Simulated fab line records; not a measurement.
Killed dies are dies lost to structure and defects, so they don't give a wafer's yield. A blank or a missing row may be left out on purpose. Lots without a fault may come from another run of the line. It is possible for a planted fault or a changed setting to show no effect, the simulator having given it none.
Which tool did it?    flow nandHarc    Sampling: 24 lots, 72 wafers, 3 of 1302 route steps

== WHAT THE GAUGES SHOWED, per wafer ==
NHARC_P_BONDPAD_CD_MEAS_09: the cd target is 500 nm.
lot   measured      on        cdNm (nm)
L074  day 7 00:10   cdSem-03  500.6 501.4 500.7
L075  day 7 00:44   cdSem-03  501.3 502.2 503.4
L076  day 7 10:10   cdSem-03  503.5 499.1 502.2
L077  day 8 00:43   cdSem-03  500.0 500.1 502.3
L079  day 8 12:08   cdSem-03  500.7 504.0 498.1
L078  day 8 12:55   cdSem-01  499.5 501.1 497.5
L080  day 9 10:49   cdSem-02  502.4 499.0 502.9
L081  day 9 17:52   cdSem-02  503.8 504.5 497.5
L082  day 9 20:52   cdSem-02  501.3 501.7 505.1
L083  day 10 07:25  cdSem-03  501.9 503.4 501.2
L084  day 10 18:00  cdSem-01  501.1 502.8 501.7
L085  day 11 08:29  cdSem-02  499.5 499.6 500.3
L086  day 11 13:32  cdSem-01  498.7 502.1 496.9
L087  day 12 02:14  cdSem-03  501.2 503.2 503.1
L088  day 12 12:50  cdSem-02  501.5 502.6 499.4
L089  day 12 15:00  cdSem-02  499.6 500.3 496.1
L090  day 13 04:52  cdSem-03  498.0 501.6 500.7
L091  day 13 17:25  cdSem-02  502.7 502.2 503.0
L092  day 14 08:46  cdSem-01  503.4 502.0 498.6
L093  day 14 09:56  cdSem-01  499.2 502.4 503.1
L094  day 14 20:35  cdSem-01  503.0 502.1 497.0
L096  day 15 11:47  cdSem-03  502.0 501.3 501.7
L095  day 15 13:02  cdSem-01  501.6 503.9 500.0
L097  day 16 00:44  cdSem-01  501.8 500.2 502.9

NHARC_A_ZERO_WELL_INSPECT_17.
lot   measured      on                rawDefectCount
L074  day 7 05:43   defectInspect-01  13 3 4
L075  day 7 06:18   defectInspect-02  22 11 20
L076  day 7 15:39   defectInspect-02  9 11 5
L077  day 8 06:20   defectInspect-02  10 6 4
L079  day 8 17:41   defectInspect-02  8 9 16
L078  day 8 18:25   defectInspect-02  9 8 19
L080  day 9 16:27   defectInspect-01  11 8 14
L081  day 9 23:24   defectInspect-01  8 19 11
L082  day 10 02:27  defectInspect-02  11 16 9
L083  day 10 12:59  defectInspect-01  12 5 11
L084  day 10 23:40  defectInspect-02  13 18 21
L085  day 11 14:12  defectInspect-02  15 14 9
L086  day 11 19:00  defectInspect-02  10 6 5
L087  day 12 07:57  defectInspect-01  7 3 14
L088  day 12 18:26  defectInspect-01  8 5 13
L089  day 12 20:37  defectInspect-02  7 8 31
L090  day 13 10:28  defectInspect-01  17 22 25
L091  day 13 23:01  defectInspect-02  11 12 5
L092  day 14 14:19  defectInspect-01  4 3 2
L093  day 14 15:34  defectInspect-02  10 7 4
L094  day 15 02:11  defectInspect-01  12 13 5
L096  day 15 17:25  defectInspect-01  12 6 12
L095  day 15 18:37  defectInspect-01  6 11 5
L097  day 16 06:08  defectInspect-01  10 20 6

NHARC_A_CHANNEL_HOLE_D1_CD_MEAS_10: the cd target is 100 nm.
lot   measured      on        cdNm (nm)
L074  day 8 18:04   cdSem-03  99.5 99.5 100.1
L075  day 8 17:56   cdSem-02  99.2 99.8 100.0
L076  day 9 06:43   cdSem-01  100.1 99.8 99.6
L077  day 9 20:55   cdSem-03  101.3 99.9 100.1
L079  day 10 07:43  cdSem-01  99.3 100.8 100.7
L078  day 10 07:21  cdSem-02  99.2 99.5 99.9
L080  day 11 09:23  cdSem-01  99.7 99.3 99.2
L081  day 11 20:39  cdSem-02  100.9 100.3 100.4
L082  day 11 20:11  cdSem-03  99.3 99.5 99.7
L083  day 12 03:22  cdSem-02  100.2 100.6 100.3
L084  day 12 15:39  cdSem-03  99.0 99.0 99.5
L085  day 13 06:56  cdSem-02  101.2 100.9 100.4
L086  day 13 05:35  cdSem-03  100.6 100.1 100.1
L087  day 13 21:29  cdSem-01  101.4 100.7 101.0
L088  day 14 10:56  cdSem-01  99.7 99.8 99.9
L089  day 14 09:21  cdSem-03  99.8 100.7 100.2
L090  day 15 03:49  cdSem-03  100.6 101.1 100.4
L091  day 15 11:22  cdSem-03  100.3 99.5 99.2
L092  day 16 03:04  cdSem-01  99.8 99.9 99.5
L093  day 16 04:27  cdSem-01  100.8 99.2 99.6
L094  day 16 19:28  cdSem-02  99.0 99.9 100.2
L096  day 17 21:21  cdSem-01  100.8 100.2 100.8
L095  day 17 19:26  cdSem-03  99.8 100.0 99.0
L097  day 17 23:04  cdSem-03  100.6 100.6 100.9

== EACH LOT AND THE TOOL THAT RAN IT (in order: tool; ch and the chambers of the sampled wafers; start) ==
No process step before these readings appears in the record.

== WHAT THE TOOLS THEMSELVES READ (means of the sampled wafers that have a number; where no wafer has one, the mark that the record gives instead) ==
The record holds no such reading with a usual standard deviation.

== THE ANSWER, worked out from the rows above alone ==
Rule: what is usual is taken from the lots themselves. The widest of any qualifying gaps counts: lots, ordered by their means at a reading, are off when they make up no more than a third of the lots, leave a main group of 4 or more, and stand apart from it by 3 or more times the standard deviation of that group's means. A main group whose means are all the same, to the digits that the tables above print for the reading, isn't used. Also off: a lot with no number at a reading for which 4 or more lots have one. Where the step has rows for the other lots, those lots are counted as sound. Order of review: gauges by route order, followed by the tools' own readings, for which a lot's mean as printed above is used. The first step at which some lot is off is used, and at that step the reading that is off furthest; a lot without a number counts as furthest.
Nothing can be told from this: no lot is off at any reading shown.

== WHAT HAD BEEN PUT IN BY THE SIMULATOR ==
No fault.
